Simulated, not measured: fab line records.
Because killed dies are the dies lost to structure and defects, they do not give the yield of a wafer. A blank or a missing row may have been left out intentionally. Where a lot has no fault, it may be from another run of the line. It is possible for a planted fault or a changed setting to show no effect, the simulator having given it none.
fab line records | flow n5-finfet
record lots=6 wafers=18 last-day=16
route steps=1938 shown BEOL_M7@1317 BEOL_M8@1332 PASSIVATION@1936
lots untouched by any fault: they come from a run of this same line in which no faults occurred
start-h: the number of hours between the record's first day and the start of the first shown wafer of the lot | wait-h: hours since the lot's step before | " same as the row above | L1.1+2: one row covering several wafers at once | - no value, or no start was given | * or withheld: withheld | < > ~ a bound
route shown NAME@n: NAME is a module with steps in the file, n the number in the route of the first one | usual: the fault-free wafers' mean and standard deviation | same: alike in all rows | chamber/n: place in a boat | sites: readings site by site | _std_site: standard deviation across them | _edge_site: the outer-site mean with the inner-site mean subtracted | radius-mm: how far each site lies from the wafer's centre | mask NAME#n: copy n | behind: tool/chamber where the wafer was last shaped | hold: reason for holding the lot/hours on hold/outcome of the hold | device: the n, p or np transistor that did not switch | end of line: the tests these same wafers got at the end of their route | a step given without rows: its recipe and nothing more | killed: not the wafer's yield, but the dies lost to structure and defects at the first sort | map: a wafer's dies, x killed, . not, _ none there
set.NAME: the setting the step ran with; set.NAME@STEP: the setting that earlier step ran with | model.NAME: the simulator's own value behind a step, which no gauge read
a table for each step, a row for each wafer; lots at some steps of the route
services: from which hour (start-h, from the record's first day; less than 0 if before it) a tool's chamber was out of use, for how many hours, and why
## steps
# step N5_BEOL_M7_CURE_75
# recipe temp-c=370 time-s=120 ambient=DMADMS/He material=SiCOH_lowk
# usual lamp-power-pct=52.31/0.054 wafer_temp_C_max=371.8/0.45
# columns lot.wafer tool chamber start-h wait-h lamp-power-pct wafer_temp_C_max
L332.2 uv-cure-02 1 216.38 0.1 52.34 371.6
L332.3 " 1 " " 52.37 371.8
L332.4 " 1 " " 52.36 371.7
L333.1 uv-cure-01 2 224.27 0.1 52.32 372.5
L333.3 " 2 " " 52.36 371.9
L333.5 " 2 " " 52.32 372.2
L334.1 uv-cure-01 2 241.23 0.0 52.35 372.0
L334.2 " 2 " " 52.37 371.9
L334.3 " 2 " " 52.35 372.0
L335.3 uv-cure-03 1 246.11 0.1 52.20 372.0
L335.4 " 1 " " 52.31 371.9
L335.6 " 1 " " 52.34 371.9
L345.3 uv-cure-02 1 295.96 0.3 52.38 371.8
L345.4 " 1 " " 52.23 372.8
L345.5 " 1 " " 52.34 372.0
L349.2 uv-cure-03 1 311.48 0.3 52.42 371.6
L349.3 " 1 " " 52.36 372.1
L349.6 " 1 " " 52.21 372.0
# step N5_BEOL_M7_DEGAS_44
# recipe ambient=vacuum temp-c=250 time-s=60
# step N5_BEOL_M7_PRE_CLEAN_45
# recipe gas=H2/He time-s=30 temp-c=250
# usual heater-power-w=326/18
# columns lot.wafer tool chamber start-h wait-h heater-power-w
L332.2 pvd-sputter-01 - 217.77 0.0 332
L332.3 " - " " 280
L332.4 " - " " 312
L333.1 pvd-sputter-02 - 224.97 0.0 317
L333.3 " - " " 311
L333.5 " - " " 341
L334.1 pvd-sputter-01 - 241.80 0.0 337
L334.2 " - " " 320
L334.3 " - " " 284
L335.3 pvd-sputter-01 - 246.64 0.0 271
L335.4 " - " " 317
L335.6 " - " " 278
L345.3 pvd-sputter-01 - 298.37 0.0 316
L345.4 " - " " 284
L345.5 " - " " 321
L349.2 pvd-sputter-03 - 312.82 0.0 334
L349.3 " - " " 335
L349.6 " - " " 336
# step N5_BEOL_M7_ALD_77
# recipe material=TaN target-thk-a=20 temp-c=275 ald-precursor-family=PDMAT ald-co-reactant=NH3 pressure-torr=3 carrier-flow-sccm=1500 pulse-time-s=2 purge-time-s=3 co-reactant-purge-time-s=2 co-reactant-pulse-time-s=3 ald-cycles=40 precursor-vessel-temp-c=75 precursor-vessel-pressure-torr=26.25 precursor-vessel-carrier-sccm=1000
# step N5_BEOL_M7_SURFACE_TREAT_79
# recipe gas=Ar time-s=* ion-energy-ev=* ion-current-ma-cm2=0.5 pressure-mtorr=* ar-flow-sccm=30
# usual throttle-valve-pct=*
# columns lot.wafer tool chamber start-h wait-h throttle-valve-pct
L332.2 pvd-sputter-01 - 218.39 0.4 *
L332.3 " - " " *
L332.4 " - " " *
L333.1 pvd-sputter-02 - 225.57 0.3 *
L333.3 " - " " *
L333.5 " - " " *
L334.1 pvd-sputter-03 - 242.18 0.2 *
L334.2 " - " " *
L334.3 " - " " *
L335.3 pvd-sputter-01 - 247.24 0.4 *
L335.4 " - " " *
L335.6 " - " " *
L345.3 pvd-sputter-01 - 298.81 0.2 *
L345.4 " - " " *
L345.5 " - " " *
L349.2 pvd-sputter-01 - 313.22 0.2 *
L349.3 " - " " *
L349.6 " - " " *
# step N5_BEOL_M7_CVD_78
# recipe material=Co target-thk-a=20 temp-c=withheld precursor=CCTBA/H2 pressure-torr=30 time-s=142.3
# step N5_BEOL_M7_SPUTTER_48
# recipe material=Cu target-thk-a=100 temp-c=-20 bias-v=60 power-w=26000 chamber-pressure-pa=0.13 time-s=1.667
# step N5_BEOL_M7_ECD_50
# recipe material=Cu target-thk-a=3000
# step N5_BEOL_M7_ANNEAL_51
# recipe temp-c=225 time-s=90 ambient=N2
# usual wafer_temp_C_max=225.83/0.2
# columns lot.wafer tool chamber start-h wait-h wafer_temp_C_max
L332.2 rtp-anneal-02 0 219.03 0.3 225.70
L332.3 " 0 " " 226.04
L332.4 " 0 " " 226.04
L333.1 rtp-anneal-02 0 226.58 0.1 225.61
L333.3 " 0 " " 225.83
L333.5 " 0 " " 225.79
L334.1 rtp-anneal-02 0 244.79 0.3 225.46
L334.2 " 0 " " 225.49
L334.3 " 0 " " 225.59
L335.3 rtp-anneal-02 0 247.82 0.1 225.95
L335.4 " 0 " " 225.62
L335.6 " 0 " " 225.82
L345.3 rtp-anneal-02 0 299.43 0.1 225.79
L345.4 " 0 " " 225.81
L345.5 " 0 " " 226.03
L349.2 rtp-anneal-01 0 313.85 0.3 226.03
L349.3 " 0 " " 225.92
L349.6 " 0 " " 225.75
# step N5_BEOL_M7_CMP_52
# recipe stop-on=SiCOH_lowk t-overpolish-s=6.9 down-force-psi=1 platen-rpm=50 clearing-platen-down-force-psi=1.5 clearing-platen-rpm=50 post-cmp-clean=cu-alkaline target-thk-nm=80 clearing-platen-pad-velocity-m-s=0.99484 pad-velocity-m-s=0.99484
# step N5_BEOL_M7_THK_MEAS_53
# recipe thk-meas-gauge=xrf reads=Cu_of_BEOL_M7_ECD_50
# usual M7_THK=81.4/2.2
# columns lot.wafer tool chamber start-h wait-h M7_THK[nm]
L332.2 film-metro-02 - 219.57 - 84.1
L332.3 " - " " 81.1
L332.4 " - " " 77.6
L333.1 film-metro-01 - 227.17 - 87.7
L333.3 " - " " 83.8
L333.5 " - " " 83.1
L334.1 film-metro-02 - 245.39 - 79.8
L334.2 " - " " 80.4
L334.3 " - " " 77.8
L335.3 film-metro-02 - 248.32 - 78.5
L335.4 " - " " 76.1
L335.6 " - " " 76.5
L345.3 film-metro-01 - 299.93 - 81.0
L345.4 " - " " 81.1
L345.5 " - " " 80.6
L349.2 film-metro-02 - 314.40 - 81.9
L349.3 " - " " 82.8
L349.6 " - " " 85.8
# step N5_BEOL_M7_PRE_CLEAN_55
# recipe gas=NH3 time-s=15 temp-c=withheld rf-power-w=300
# step N5_BEOL_M7_DEP_56
# recipe material=SiCN target-thk-a=100 temp-c=withheld precursor=3MS/NH3 pressure-torr=3 rf-w=202 time-s=17.5
# usual chamber-pressure-Torr=2.999/0.0067 showerhead-plenum-p-Torr=3.670/0.011 throttle-valve-pct=9.0/0.52
# columns lot.wafer tool chamber start-h wait-h chamber-pressure-Torr showerhead-plenum-p-Torr throttle-valve-pct
L332.2 pecvd-03 2 219.63 0.0 3.008 3.674 8.5
L332.3 " 1 " " 2.996 3.692 9.1
L332.4 " 2 " " 3.010 3.666 8.5
L333.1 pecvd-02 0 227.24 0.0 3.005 3.655 9.4
L333.3 " 1 " " 3.007 3.663 9.4
L333.5 " 1 " " 3.009 3.671 9.4
L334.1 pecvd-02 1 245.45 0.0 3.007 3.643 9.5
L334.2 " 2 " " 2.998 3.666 8.2
L334.3 " 0 " " 3.004 3.668 9.7
L335.3 pecvd-02 1 248.38 0.0 3.001 3.654 9.4
L335.4 " 2 " " 2.987 3.669 8.2
L335.6 " 1 " " 3.012 3.654 9.5
L345.3 pecvd-04 2 299.99 0.0 3.000 3.661 9.9
L345.4 " 2 " " 2.995 3.651 9.8
L345.5 " 1 " " 3.002 3.683 8.7
L349.2 pecvd-03 0 314.46 0.0 3.014 3.681 8.7
L349.3 " 2 " " 3.002 3.672 8.8
L349.6 " 1 " " 3.003 3.685 9.1
# step N5_BEOL_M7_RS_MEAS_57
# recipe thk-meas-gauge=four-point-probe reads=Cu_of_BEOL_M7_ECD_50+Co_of_BEOL_M7_CVD_78+TaN_of_BEOL_M7_ALD_77
# usual M7_RS=0.285/0.0083
# columns lot.wafer tool chamber start-h wait-h M7_RS[ohm/sq]
L332.2 film-metro-02 - 219.70 0.1 0.274
L332.3 " - " " 0.285
L332.4 " - " " 0.301
L333.1 film-metro-02 - 227.33 0.1 0.262
L333.3 " - " " 0.276
L333.5 " - " " 0.278
L334.1 film-metro-01 - 245.52 0.1 0.286
L334.2 " - " " 0.286
L334.3 " - " " 0.298
L335.3 film-metro-02 - 248.46 0.1 0.294
L335.4 " - " " 0.302
L335.6 " - " " 0.303
L345.3 film-metro-02 - 300.06 0.1 0.288
L345.4 " - " " 0.287
L345.5 " - " " 0.289
L349.2 film-metro-02 - 314.53 0.1 0.283
L349.3 " - " " 0.280
L349.6 " - " " 0.268
# step N5_BEOL_M7_INSPECT_58
# recipe inspect-instrument=darkfield mode=post-dep
# usual raw-defect-count=73/22
# columns lot.wafer tool chamber start-h wait-h raw-defect-count
L332.2 defect-inspect-02 - 219.73 0.0 84
L332.3 " - " " 87
L332.4 " - " " 99
L333.1 defect-inspect-02 - 227.36 0.0 55
L333.3 " - " " 76
L333.5 " - " " 66
L334.1 defect-inspect-02 - 245.55 0.0 73
L334.2 " - " " 334
L334.3 " - " " 85
L335.3 defect-inspect-01 - 248.48 0.0 86
L335.4 " - " " 396
L335.6 " - " " 71
L345.3 defect-inspect-02 - 300.09 0.0 90
L345.4 " - " " 68
L345.5 " - " " 68
L349.2 defect-inspect-01 - 314.56 0.0 69
L349.3 " - " " 86
L349.6 " - " " 95
# step N5_BEOL_M8_ILD_DEP_00
# recipe material=SiCOH_lowk target-thk-a=1797.5 temp-c=300 precursor=DEMS/porogen pressure-torr=5 rf-w=500 time-s=33.4
# step N5_BEOL_M8_CURE_74
# recipe temp-c=385 time-s=240 ambient=He/Ar material=SiCOH_lowk
# step N5_BEOL_M8_THK_MEAS_01
# recipe reads=SiCOH_lowk_of_BEOL_M8_ILD_DEP_00
# usual M8_ILD_THK=155.2/2.9
# columns lot.wafer tool chamber start-h wait-h M8_ILD_THK[nm]
L332.2 film-metro-01 - 221.78 1.3 157.1
L332.3 " - " " 158.1
L332.4 " - " " 160.3
L333.1 film-metro-02 - 228.74 0.4 157.5
L333.3 " - " " 159.4
L333.5 " - " " 157.4
L334.1 film-metro-02 - 246.16 0.4 158.5
L334.2 " - " " 154.0
L334.3 " - " " 159.0
L335.3 film-metro-01 - 249.12 0.3 153.1
L335.4 " - " " 160.0
L335.6 " - " " 159.1
L345.3 film-metro-01 - 300.70 0.3 150.6
L345.4 " - " " 153.8
L345.5 " - " " 153.9
L349.2 film-metro-01 - 315.20 0.4 156.2
L349.3 " - " " 158.1
L349.6 " - " " 159.0
# step N5_BEOL_M8_PECVD_70
# recipe material=SiO2 target-thk-a=200 temp-c=400 precursor=TEOS/O2 pressure-torr=5.5 rf-w=450 teos-flow-sccm=53.8 gas=O2 flow-sccm=3000 time-s=22.7
# step N5_BEOL_M8_HM_DEP_02
# recipe material=TiN target-thk-a=200 temp-c=25 chamber-pressure-pa=0.49996
# usual throttle-valve-pct=29.9/1.3
# columns lot.wafer tool chamber start-h wait-h throttle-valve-pct
L332.2 pvd-sputter-03 - 223.33 1.5 30.3
L332.3 " - " " 30.1
L332.4 " - " " 28.2
L333.1 pvd-sputter-02 - 230.59 1.8 29.0
L333.3 " - " " 32.3
L333.5 " - " " 29.1
L334.1 pvd-sputter-03 - 248.14 1.9 28.4
L334.2 " - " " 30.0
L334.3 " - " " 30.0
L335.3 pvd-sputter-01 - 249.78 0.6 29.1
L335.4 " - " " 29.5
L335.6 " - " " 30.7
L345.3 pvd-sputter-02 - 302.10 1.3 29.1
L345.4 " - " " 27.8
L345.5 " - " " 27.7
L349.2 pvd-sputter-01 - 319.15 3.9 30.7
L349.3 " - " " 29.2
L349.6 " - " " 31.2
# step N5_BEOL_M8_COAT_59
# recipe resist=SOC temp-c=250 time-s=60 spin-rpm=1500 resist-thk-nm=100
# step N5_BEOL_M8_COAT_60
# recipe resist=SiARC temp-c=220 time-s=60 spin-rpm=1500 resist-thk-nm=35
# step N5_BEOL_M8_COAT_05
# recipe resist=CAR-ArF spin-rpm=1500 resist-thk-nm=90
# step N5_BEOL_M8_EBR_07
# recipe solvent=PGMEA ebr-width-mm=1.5
# step N5_BEOL_M8_SOFTBAKE_06
# recipe temp-c=110 time-s=60 resist=CAR-ArF
# step N5_BEOL_M8_EXPOSE_08
# recipe mask-id=M8 na=1.35 source-shape=dipole sigma-inner=0.817 sigma-outer=0.97 polarization=te dose-mj=68.25
# step N5_BEOL_M8_PEB_09
# recipe peb-temp-c=withheld peb-time-s=60 resist=CAR-ArF
# step N5_BEOL_M8_DEVELOP_10
# recipe develop-time-s=30 developer=TMAH resist=CAR-ArF rinse-liquid=diw dry=air-spin dev-temp-c=23
# step N5_BEOL_M8_CD_MEAS_11
# recipe target-cd-nm=38.5 landing-energy-ev=500 detector=se-inlens polarity=opening
# usual cd-nm=38.6/0.78
# columns lot.wafer tool chamber start-h wait-h cd-nm
L332.2 cd-sem-02 0 223.83 - 39.6
L332.3 " 0 " " 39.7
L332.4 " 0 " " 39.7
L333.1 cd-sem-03 0 230.97 - 38.9
L333.3 " 0 " " 39.9
L333.5 " 0 " " 38.8
L334.1 cd-sem-03 0 248.51 - 38.9
L334.2 " 0 " " 39.1
L334.3 " 0 " " 39.2
L335.3 cd-sem-01 0 250.28 - 37.9
L335.4 " 0 " " 38.1
L335.6 " 0 " " 38.3
L345.3 cd-sem-01 0 302.47 - 39.6
L345.4 " 0 " " 39.3
L345.5 " 0 " " 39.7
L349.2 cd-sem-03 0 319.57 - 39.5
L349.3 " 0 " " 38.2
L349.6 " 0 " " 38.9
# step N5_BEOL_M8_OVL_MEAS_12
# recipe points-per-wafer=44
# usual M8_OVL=0.0/0.75
# columns lot.wafer tool chamber start-h wait-h M8_OVL[nm]
L332.2 overlay-01 0 223.86 0.0 -0.5
L332.3 " 0 " " 0.1
L332.4 " 0 " " -0.3
L333.1 overlay-01 0 231.00 0.0 -1.4
L333.3 " 0 " " -0.8
L333.5 " 0 " " -0.8
L334.1 overlay-02 0 248.54 0.0 -1.7
L334.2 " 0 " " -0.8
L334.3 " 0 " " -1.1
L335.3 overlay-01 0 250.31 0.0 -0.2
L335.4 " 0 " " -0.1
L335.6 " 0 " " -0.3
L345.3 overlay-02 0 302.50 0.0 -1.1
L345.4 " 0 " " -1.0
L345.5 " 0 " " -0.2
L349.2 overlay-01 0 319.60 0.0 0.3
L349.3 " 0 " " -0.6
L349.6 " 0 " " 0.7
# step N5_BEOL_M8_INSPECT_13
# recipe mode=adi inspect-instrument=brightfield
# usual raw-defect-count=418/110
# columns lot.wafer tool chamber start-h wait-h raw-defect-count
L332.2 defect-inspect-01 - 223.88 0.0 431
L332.3 " - " " 487
L332.4 " - " " 412
L333.1 defect-inspect-01 - 231.02 0.0 389
L333.3 " - " " 377
L333.5 " - " " 395
L334.1 defect-inspect-02 - 248.57 0.0 484
L334.2 " - " " 684
L334.3 " - " " 557
L335.3 defect-inspect-02 - 250.33 0.0 359
L335.4 " - " " 749
L335.6 " - " " 372
L345.3 defect-inspect-02 - 302.52 0.0 567
L345.4 " - " " 429
L345.5 " - " " 461
L349.2 defect-inspect-02 - 319.67 0.1 657
L349.3 " - " " 599
L349.6 " - " " 583
# step N5_BEOL_M8_DESCUM_16
# recipe chemistry=O2 time-s=7.9 source-power-w=50 bias-power-w=20 pressure-mtorr=20 rf-frequency-hz=2.712e+07 temp-c=40 resist=CAR-ArF o2-flow-sccm=225
# step N5_PASSIVATION_PROBE_49
# usual defect-limited-yield=91.4/1.6 killed_at_M0_to_M3=35/10 killed_at_M4_up=12/4.7 killed-at-contacts=12/5.8 killed-at-front-end=38/12 killed-at-other=4/3.2 killed-dies=102/18 killed-open=68/14 killed-short=32/8 sort_bin_5_function=5.1/0.96 sort_bin_6_memory=3.2/0.77 sort_bin_8_speed=0.1/0.39 sort-n-pass=1078/20 sort-yield-pct=91.3/1.7
# same gross-dies=1180 killed-at-back-side=0 sort_bin_4_leakage[%]=0
# columns lot.wafer tool chamber start-h wait-h defect-limited-yield[%] killed_at_M0_to_M3 killed_at_M4_up killed-at-contacts killed-at-front-end killed-at-other killed-dies killed-open killed-short sort_bin_5_function[%] sort_bin_6_memory[%] sort_bin_8_speed[%] sort-n-pass sort-yield-pct[%]
L333.1 prober-01 - 309.23 0.6 89.5 37 11 12 44 20 124 76 47 6.6 3.4 0 1056 89.5
L333.3 prober-01 - 309.33 0.7 89.8 30 12 20 45 13 120 77 40 6.2 3.7 0 1060 89.8
L333.5 prober-01 - 309.43 0.8 91.0 30 11 13 44 8 106 71 35 5.3 3.7 0 1074 91.0
L334.2 prober-02 - 319.73 0.1 84.3 39 112 7 26 1 185 59 32 10.4 4.1 0 995 84.3
L335.3 prober-01 - 327.68 0.1 92.5 43 8 12 23 3 89 55 34 5.0 2.4 0 1091 92.5
L335.4 prober-01 - 327.73 0.2 83.1 35 122 6 31 5 199 65 23 10.5 5.1 0 981 83.1
L335.6 prober-01 - 327.83 0.3 91.9 25 10 13 44 3 95 59 36 4.7 3.2 0 1085 91.9
L345.3 prober-01 - 374.04 0.1 91.6 26 6 20 41 6 99 66 33 4.7 3.5 0 1081 91.6
L345.4 prober-01 - 374.09 0.2 93.6 26 4 1 33 11 75 44 31 3.1 2.9 0 1105 93.6
L345.5 prober-01 - 374.14 0.2 90.4 57 16 7 31 2 113 69 44 5.2 4.0 0 1067 90.4
# killed by level:class
L333.1 FIN_SAQP:geometric-particle:short=13 FIN_SAQP:geometric-particle:open=11 MOL_CONTACT_COAG:geometric-particle:open=10 BEOL_M0_SAQP:geometric-particle:open=8 BEOL_M1:geometric-particle:open=6 PASS1_DEP:geometric-particle:open=6 PAD_METAL:geometric-particle:short=6 STI_FIN_REVEAL:geometric-particle:open=5
L333.3 FIN_SAQP:geometric-particle:open=21 FIN_SAQP:geometric-particle:short=14 BEOL_M1:geometric-particle:open=11 MOL_CONTACT_COAG:geometric-particle:open=11 MOL_CONTACT_COAG:geometric-particle:short=9 BEOL_M0_SAQP:geometric-particle:open=7 BEOL_M2:geometric-particle:open=5 PAD_METAL:geometric-particle:open=4
L333.5 FIN_SAQP:geometric-particle:open=12 MOL_CONTACT_COAG:geometric-particle:open=11 BEOL_M0_SAQP:geometric-particle:open=11 FIN_SAQP:geometric-particle:short=9 BEOL_M1:geometric-particle:open=8 BEOL_M0_SAQP:geometric-particle:short=5 DUMMY_GATE:geometric-particle:open=4 GATE_CUT:geometric-particle:short=4
L334.2 BEOL_M7:unspecified=94 BEOL_M0_SAQP:geometric-particle:short=12 BEOL_M4:geometric-particle:open=11 BEOL_M3:geometric-particle:open=10 DUMMY_GATE:geometric-particle:open=5 MOL_CONTACT_COAG:geometric-particle:open=5 BEOL_M0_SAQP:geometric-particle:open=5 BEOL_M0:geometric-particle:open=5
L335.3 BEOL_M0_SAQP:geometric-particle:open=14 BEOL_M3:geometric-particle:open=10 MOL_CONTACT_COAG:geometric-particle:open=9 BEOL_M0_SAQP:geometric-particle:short=9 DUMMY_GATE:geometric-particle:open=6 STARTING-WAFER:geometric-particle:short=6 BEOL_M1:geometric-particle:short=4 MOL_CONTACT_COAG:geometric-particle:short=3
L335.4 BEOL_M7:unspecified=110 BEOL_M3:geometric-particle:open=12 STI_FIN_REVEAL:geometric-particle:open=8 BEOL_M0_SAQP:geometric-particle:open=7 BEOL_M1:geometric-particle:open=7 DUMMY_GATE:geometric-particle:open=5 MOL_CONTACT_COAG:geometric-particle:open=5 BEOL_M0_SAQP:geometric-particle:short=5
L335.6 MOL_CONTACT_COAG:geometric-particle:open=10 GATE_CUT:geometric-particle:open=8 FIN_SAQP:geometric-particle:short=6 BEOL_M2:geometric-particle:open=6 GATE_CUT:geometric-particle:short=5 BEOL_M4:geometric-particle:open=5 STI_FIN_REVEAL:geometric-particle:open=4 DUMMY_GATE:geometric-particle:open=4
L345.3 MOL_CONTACT_COAG:geometric-particle:open=18 STI_FIN_REVEAL:geometric-particle:open=10 BEOL_M0_SAQP:geometric-particle:short=10 FIN_SAQP:geometric-particle:open=9 STI_FIN_REVEAL:geometric-particle:short=6 BEOL_M0_SAQP:geometric-particle:open=6 FIN_SAQP:geometric-particle:short=3 GATE_CUT:geometric-particle:short=3
L345.4 STI_FIN_REVEAL:geometric-particle:open=12 FIN_SAQP:geometric-particle:open=7 BEOL_M0_SAQP:geometric-particle:short=7 FIN_SAQP:geometric-particle:short=5 BEOL_M1:geometric-particle:open=5 PASS1_CAP:geometric-particle:short=5 BEOL_M0_SAQP:geometric-particle:open=4 STI_FIN_REVEAL:geometric-particle:short=3
L345.5 BEOL_M0_SAQP:geometric-particle:open=12 BEOL_M0_SAQP:geometric-particle:short=12 BEOL_M1:geometric-particle:open=11 FIN_SAQP:geometric-particle:open=6 BEOL_M2:geometric-particle:open=6 FIN_SAQP:geometric-particle:short=5 BEOL_M1:geometric-particle:short=5 GATE_CUT:geometric-particle:short=4
# map L334.2 (x killed, . not)
_________________..x.........________________
______________..x..............._____________
___________........................__________
__________...............x.........._________
________.............x.....x.........._______
_______..xx..........x.x.x.............______
______x.....x.x..xx.x...x..............._____
_____x.........x.xxx................x....____
____..x..........x.xxxxxx...........x.....___
___....x..........xxxxxxxxx................__
___............xx.xxxxxxxxx................__
__...............xxxxxxxxx...........x......_
__..x....x.......xxxxxxxx......x............_
_.x..........xx.xxxxxxxxxxx.........x.x......
_...........x.....xxxxxxx.xxx..........x.....
_...x.........xx.xxxxxxxxx..x.x....xx........
_................x..x.x.xx..xx..............x
_...............x.xxxx.x.x...................
_........x...........x.......................
_............x.....x......x.............x...x
_.....x..........x.x.x...........x.x.........
__....x.........x........x.....x......x....._
__x..............x..x................x......_
___..x.....x.....x...........x........x..x.__
___.x.....................x........x.......__
____.............x.............x..........___
_____.......x........x...x.........x.....____
______...........x......................_____
_______............................x...______
________....................x...x....._______
__________...x...................x.x_________
___________........xx...x........x.__________
______________........x.x...x..._____________
_________________.....x......________________
# map L335.4 (x killed, . not)
_________________.x..x.......________________
______________...xx......x......_____________
___________............x....x......__________
__________.........................._________
________........x.x...x.....x.....x..._______
_______...................x....xx......______
______.........x.....x...............x.x_____
_____..............x.xxxx................____
____.............x.xx.xx.x..x.............___
___...........x.xxxxxxxxxxx............x...__
___............xxxxxxxxxxx.................__
__x...........x.xxxxxxxxxxx...x...xx........_
__..x..........xxxxxxxxxxxx..x...........x.._
_.............x.xxxxxxxxxxxx.............x...
_x............xxxx.xxxxxxxx..x............x..
_........xx....x.xxxxxx.x..x.................
_........x....x.x.xxxxxxx......x......x......
_x...............x..xx..xx......x.........x..
_.................xx.x.....xx.........x.....x
_....................xx..x.....x..x..........
_...xx................x..x...........x.......
__.........................................._
__.........x....x............x.....x........_
___............xx......x....x..............__
___.x........................x..x.........x__
____.....x.........x......................___
_____x..x.....x....xx.....x...x..x.......____
______x................................._____
_______..........x....x.........x......______
________......x.....x................._______
__________.........x.......x......x._________
___________.......x.x....x.........__________
______________.....x............_____________
_________________.........x..________________
## services
# columns tool chamber start-h hours kind
uv-cure-02 - 199.89 2.8 pm
pecvd-02 2 202.38 - clean
pecvd-02 2 202.38 - consumable-replace:showerhead
pecvd-02 2 202.38 29.0 scheduled-down
pecvd-02 2 202.38 29.0 vent-cycle
pecvd-03 0 209.19 2.1 scheduled-down
pecvd-04 1 215.42 16.5 scheduled-down
uv-cure-01 - 232.86 7.5 pm
pecvd-02 0 251.39 5.1 repair
uv-cure-03 - 256.48 1.0 pm
uv-cure-01 - 277.48 14.6 pm
pecvd-04 1 287.78 2.1 scheduled-down
uv-cure-02 - 302.00 1.9 repair
## key
first-sign step=N5_BEOL_M7_INSPECT_58 reading=raw-defect-count direction=up sigmas=13 usual=73 struck=365
effect step=N5_BEOL_M8_INSPECT_13 reading=raw-defect-count direction=up sigmas=2.7 usual=418 struck=716
effect step=N5_PASSIVATION_PROBE_49 reading=killed_at_M4_up direction=up sigmas=22 usual=12 struck=117
more-kills-born-at N5_BEOL_M7_DEP_56@pecvd-02=204
met-at N5_BEOL_M7_DEP_56
struck-wafers L334.2,L335.4
fault kind=chamber-particle-source tool=pecvd-02 chamber=2 onset-h=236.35 steps=N5_BEOL_M7_DEP_56 rate-per-visit-cm2=0.44443 end-h=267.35
